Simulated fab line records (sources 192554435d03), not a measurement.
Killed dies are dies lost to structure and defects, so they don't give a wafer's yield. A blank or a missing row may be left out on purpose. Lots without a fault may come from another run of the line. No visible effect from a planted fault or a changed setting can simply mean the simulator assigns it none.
Chamber matching    flow n5 finfet    rie si-05 running N5_FIN_CUT_CUT_ETCH_15: 4 sister chambers
The step etches Si in HBr/Cl2/O2, target depth 100 nm, bt time 10 s, time 42.4 s. 16 wafers are shown with their chamber, then 8 later ones without.

## WAFERS, EACH WITH ITS CHAMBER
wafer   chamber  drypump motor current A (A)  oes product au (a.u.)
L076.1  2        5.7                          1.032
L076.4  3        6.1                          0.993
L076.6  2        5.7                          1.025
L080.2  3        6.1                          0.980
L080.3  2        5.7                          1.023
L080.4  1        6.5                          0.981
L082.1  3        6.2                          0.981
L082.3  1        6.4                          0.983
L082.6  2        5.7                          1.026
L084.2  0        6.1                          1.012
L084.5  2        5.7                          1.018
L084.6  3        6.2                          0.981
L085.1  1        6.4                          0.987
L085.4  0        6.1                          1.013
L085.5  2        5.7                          1.025
L087.1  2        5.6                          1.026

SIGNATURES (means of the wafers above)
reading                  chamber 0  chamber 1  chamber 2  chamber 3  scatter within a chamber
drypump motor current A  6.100      6.433      5.686      6.150      0.0459
oes product au           1.01250    0.98367    1.02500    0.98375    0.00445
Rule: for a wafer and a chamber, the distance is found by dividing, reading by reading, the gap between the wafer's reading and the chamber's mean by the reading's scatter, squaring, summing and taking the root. If the next closest chamber is less than 2 further off than the closest, the wafer can't be placed; otherwise it belongs to the closest. The scatter: take each reading less its chamber's mean, square it, sum over the shown wafers, divide by the number of wafers less the number of chambers, and take the root.

## WAFERS WITH NO CHAMBER GIVEN
wafer   drypump motor current A (A)  oes product au (a.u.)
L087.3  6.1                          1.008
L087.5  6.2                          0.980
L090.2  5.7                          1.027
L090.3  6.4                          0.974
L090.4  6.2                          0.985
L091.3  5.7                          1.027
L091.4  6.2                          0.984
L091.6  6.4                          0.981

## CHAMBER TAKEN BY EACH
wafer   from the rows above  in truth
L087.3  0                    0
L087.5  3                    3
L090.2  2                    2
L090.3  1                    1
L090.4  3                    3
L091.3  2                    2
L091.4  3                    3
L091.6  1                    1
Placed correctly: 8 of 8. Can't be placed from these rows: 0. Placed wrongly: 0.
